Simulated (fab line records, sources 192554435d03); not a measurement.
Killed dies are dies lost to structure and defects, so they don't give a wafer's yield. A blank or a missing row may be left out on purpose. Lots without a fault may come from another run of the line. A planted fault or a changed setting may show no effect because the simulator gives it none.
One fault seen from 2 desks | flow n5_finfet | each desk has only its own numbers; what lay behind them comes last

THE DEFECT DESK
What the inspections along the route counted, lot by lot: means of the sampled wafers that have a number. A lot is out of limits, marked OUT, if its mean lies more than 4 standard deviations from the usual mean; the brackets give that distance.
Columns: A = raw_defect_count at N5_BEOL_M15_INSPECT_12, usual 2.0
lot  | first seen here | A
L615 | day 12 05:47    | 3.3
L619 | day 13 01:16    | 2.0
L624 | day 14 22:35    | 2.3
L626 | day 15 02:43    | 1.7
L625 | day 15 16:52    | 1.3
L629 | day 16 07:48    | 1.3
L627 | day 16 10:01    | 2.3
L631 | day 17 05:01    | 3.3
L633 | day 17 12:38    | 2.7
L635 | day 17 18:19    | 2.3
L637 | day 18 19:52    | 1.7
This desk's finding: nothing out of limits on any of the 11 lots.

THE TOOL OWNER'S DESK: litho_track-04
The tool's own readings at N5_BEOL_M15_COAT_56 (time 60 s, resist thk 550 nm): means of the sampled wafers that have a number, for each lot that ran on this tool. A lot is out of limits, marked OUT, if its mean lies more than 4 standard deviations from the usual mean; the brackets give that distance.
Columns: A = dispense_pressure_kPa at N5_BEOL_M15_COAT_56, usual 51 kPa; B = heater_power_total_W at N5_BEOL_M15_COAT_56, usual 500.5 W; C = spin_speed_rpm at N5_BEOL_M15_COAT_56, usual 1500.2 rpm
lot  | first seen here | A  | B     | C
L615 | day 12 06:21    | 49 | 498.9 | 1499.5
L619 | day 13 01:51    | 49 | 501.1 | 1500.6
L624 | day 14 23:16    | 49 | 501.6 | 1287.1 (-99 or more) OUT
L626 | day 15 03:17    | 49 | 501.0 | 1288.0 (-99 or more) OUT
This desk's finding: out of limits on L624, L626; first on L624, day 14 23:16 (spin_speed_rpm at N5_BEOL_M15_COAT_56). In limits: L615, L619.

PUT TOGETHER
The tool owner's desk could have raised an alarm at day 14 23:16, on L624, L626.
The defect desk saw nothing out of limits.
The defect desk has L624, L626 on record, within its limits.
Of the lots named, all ran N5_BEOL_M15_COAT_56 on litho_track-04.

WHAT THE SIMULATOR HAD PUT IN
Process parameter drift: litho_track-04, from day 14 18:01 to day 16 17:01, at N5_BEOL_M15_COAT_56. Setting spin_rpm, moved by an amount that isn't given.
Lots struck among those shown: L624, L626.
Hours from the fault's start to each desk's first reading out of limits: the tool owner's desk, 5.
